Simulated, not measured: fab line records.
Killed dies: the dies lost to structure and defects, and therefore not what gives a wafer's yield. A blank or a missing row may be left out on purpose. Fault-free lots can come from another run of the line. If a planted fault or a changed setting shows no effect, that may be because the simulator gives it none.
Matching of chambers -- flow nand_harc -- NHARC_P_BONDPAD_CMP_32 on cmp-02: 4 sister chambers
The step polishes SiCN, target thk 200 nm. 4 wafers are shown with their chamber, then 12 later ones without.

== WAFERS WITH THEIR CHAMBER ==
wafer,chamber,motor_current_A (A)
L087.6,1,11.2
L089.2,0,13.2
L089.4,2,11.1
L089.5,3,11.3

== WAFERS WITHOUT THEIR CHAMBER ==
wafer,motor_current_A (A)
L090.2,10.9
L090.5,12.7
L090.6,10.7
L091.1,11.2
L091.2,10.7
L091.3,12.5
L093.4,11.5
L093.5,11.1
L093.6,10.7
L096.1,11.4
L096.4,12.7
L096.6,10.6

== CHAMBER TAKEN BY EACH ==
wafer,from the rows above,in truth
L090.2,can't be placed: 2 or 1 or 3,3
L090.5,0,0
L090.6,can't be placed: 2 or 1 or 3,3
L091.1,can't be placed: 1 or 2 or 3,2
L091.2,can't be placed: 2 or 1 or 3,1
L091.3,can't be placed: 0 or 3 or 1 or 2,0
L093.4,can't be placed: 3 or 1 or 2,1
L093.5,can't be placed: 2 or 1 or 3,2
L093.6,can't be placed: 2 or 1 or 3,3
L096.1,can't be placed: 3 or 1 or 2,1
L096.4,0,0
L096.6,can't be placed: 2 or 1 or 3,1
Correct placement for 2 of the 12. Unplaceable from these rows: 10, with the true chamber sitting among the candidates in 10. Placed wrongly: 0.
How it was worked out, from the rows above alone: a wafer's distance from a chamber is the root of the sum, over the readings, of the square of ((its reading less the chamber's mean) divided by the reading's scatter). The wafer belongs to the nearest chamber; if the next one is less than 2 further off, it can't be placed. For every chamber, the mean is computed from those of its wafers that are shown. The scatter: with one shown wafer a chamber, the root of the mean of the squares of how far each hidden wafer lies from its nearest shown one.
